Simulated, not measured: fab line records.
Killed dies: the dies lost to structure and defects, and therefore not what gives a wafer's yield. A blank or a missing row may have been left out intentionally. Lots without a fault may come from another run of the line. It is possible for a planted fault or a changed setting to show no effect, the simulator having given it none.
A struck lot beside a sound one ; flow n5Finfet ; 22 steps out of a route of 1938
Sound: the wafers L539.3, L539.6. Struck: wafer L541.6. (L541.1, L541.3 of the same lot were not struck and are left out.) The cause comes at the end.
At each step with rows: each side's tool, then ch and its chambers, then its first start. Under that, the readings that differ: sound wafers ; struck wafers ; difference of the means ; sigmas: that difference in standard deviations of wafers without a fault.
alike: same words and numbers on both sides, and readings whose means sit less than 2 such deviations apart. not compared: any withheld reading, any reading some wafer has no value for, any bound like >300 that may hide the same value, and any number with overlapping values for which the record gives no deviation.
The two part at a step that has a row with sigmas, a row that says differs or no value, or rows on one side only. When numbers do not overlap yet have no deviation, they are printed without sigmas and do not part them. Lack of a reading on every wafer of one side parts them only where that side has two or more wafers.

first, 3 steps without rows for these wafers: N5_BEOL_M4_ANNEAL_87 (time 240 s); N5_BEOL_M4_SPUTTER_88 (material Cu, target thk 4.5 nm, time 8.29 s); N5_BEOL_M4_ANNEAL_89 (time 240 s).
N5_BEOL_M4_SPUTTER_90: material Cu, target thk 4.5 nm, time 8.29 s.
  sound: pvdSputter-01 at day 11 01:47; struck: pvdSputter-01 at day 11 09:28
  alike: throttleValvePct
N5_BEOL_M4_ANNEAL_91: time 240 s.
  sound: pvdSputter-01 at day 11 01:52; struck: pvdSputter-01 at day 11 09:33
reading;sound;struck;difference;sigmas
heaterPowerW (W);910 790;698;-152;-3
then, 4 steps without rows for these wafers: N5_BEOL_M4_SPUTTER_92 (material Cu, target thk 4.5 nm, time 8.29 s); N5_BEOL_M4_ANNEAL_93 (time 240 s); N5_BEOL_M4_SPUTTER_94 (material Cu, target thk 4.5 nm, time 8.29 s); N5_BEOL_M4_ANNEAL_95 (time 240 s).
N5_BEOL_M4_SPUTTER_96: material Cu, target thk 4.5 nm, time 8.29 s.
  sound: pvdSputter-01 at day 11 02:26; struck: pvdSputter-01 at day 11 10:08
  alike: throttleValvePct
then, 2 steps without rows for these wafers: N5_BEOL_M4_ECD_50 (material Cu, target thk 300 nm); N5_BEOL_M4_ANNEAL_51 (time 90 s).
N5_BEOL_M4_CMP_52: polishes, stops on SiOC, t overpolish 6.8 s, target thk 40 nm.
  sound on cmp-01 ch 1,3, day 11 03:03; struck on cmp-01 ch 2, day 11 10:41
reading;sound;struck;difference;sigmas
barrierFieldEndpointS (s);23.9 25.7;41.2;+16.4;+23
overpolishRunS (s);6.794 6.801;0.041;-6.756;-99 or more
timeToEndpointS (s);59 66;82;+20;+6
  alike: motorCurrentA, slurryFlowMlMin
N5_BEOL_M4_THK_MEAS_53: measures by xrf.
  sound: filmMetro-01 at day 11 03:14; struck: filmMetro-02 at day 11 10:56
reading;sound;struck;difference;sigmas
M4_THK (nm);41.0 38.1;150.3;+110.8;+53
then, 1 step without rows for these wafers: N5_BEOL_M4_PRE_CLEAN_60 (time 15 s).
N5_BEOL_M4_CO_CAP_55: material Co, precursor CCTBA/H2, target thk 2 nm, time 102.1 s.
  sound on cvdCo-01 ch 1,2, day 11 03:19; struck on cvdCo-02 ch 1, day 11 11:01
reading;sound;struck;difference;sigmas
heaterPowerW (W);243 230;285;+48;+2
then, 2 steps without rows for these wafers: N5_BEOL_M4_PRE_CLEAN_56 (time 15 s); N5_BEOL_M4_DEP_57 (deposits SiCN from 3MS/NH3, target thk 8 nm, time 14 s).
N5_BEOL_M4_INSPECT_59: inspects for defects (darkfield).
  sound: defectInspect-01 at day 11 03:33; struck: defectInspect-01 at day 11 11:13
reading;sound;struck;difference;sigmas
rawDefectCount;83 72;5069;+4992;+99 or more
N5_BEOL_M4_RC_MEAS_101:
  the record has rows for the sound wafers here (prober-01 ch 0, day 11 03:53) and none for the struck ones
N5_BEOL_M5_ILD_DEP_00: deposits SiCOH lowk from DEMS/porogen, target thk 140.64 nm, time 25.9 s.
  the record has rows for the sound wafers here (pecvd-04 ch 1,2, day 11 04:32) and none for the struck ones
-- here the record skips 4 days between the struck wafers' starts before and after, leaving off in module BEOL_M5 and picking up in module PASSIVATION (first step shown: number 1936 of the route) --
N5_PASSIVATION_PROBE_49:
  sound: prober-02 at day 15 10:56; struck: prober-02 at day 15 21:56
reading;sound;struck;difference;sigmas
defectLimitedYield (%);90.3 90.5;0;-90;-65
killed_at_M4_up;5 12;1084;+1076;+99 or more
killedDies;114 112;1180;+1067;+63
killedOnRim;15 14;152;+138;+35
sortNPass;1066 1068;0;-1067;-56
sortYieldPct (%);90.3 90.5;0;-90;-56
  alike: killed_at_M0_to_M3, killedAtContacts, killedAtFrontEnd, killedAtOther, killedOpen, killedShort, sort_bin_4_leakage, sort_bin_5_function, sort_bin_6_memory

== WHERE THEY PART ==
Last at N5_PASSIVATION_PROBE_49 as far as this record goes, first at N5_BEOL_M4_ANNEAL_91.

WHY: what the simulator had put in
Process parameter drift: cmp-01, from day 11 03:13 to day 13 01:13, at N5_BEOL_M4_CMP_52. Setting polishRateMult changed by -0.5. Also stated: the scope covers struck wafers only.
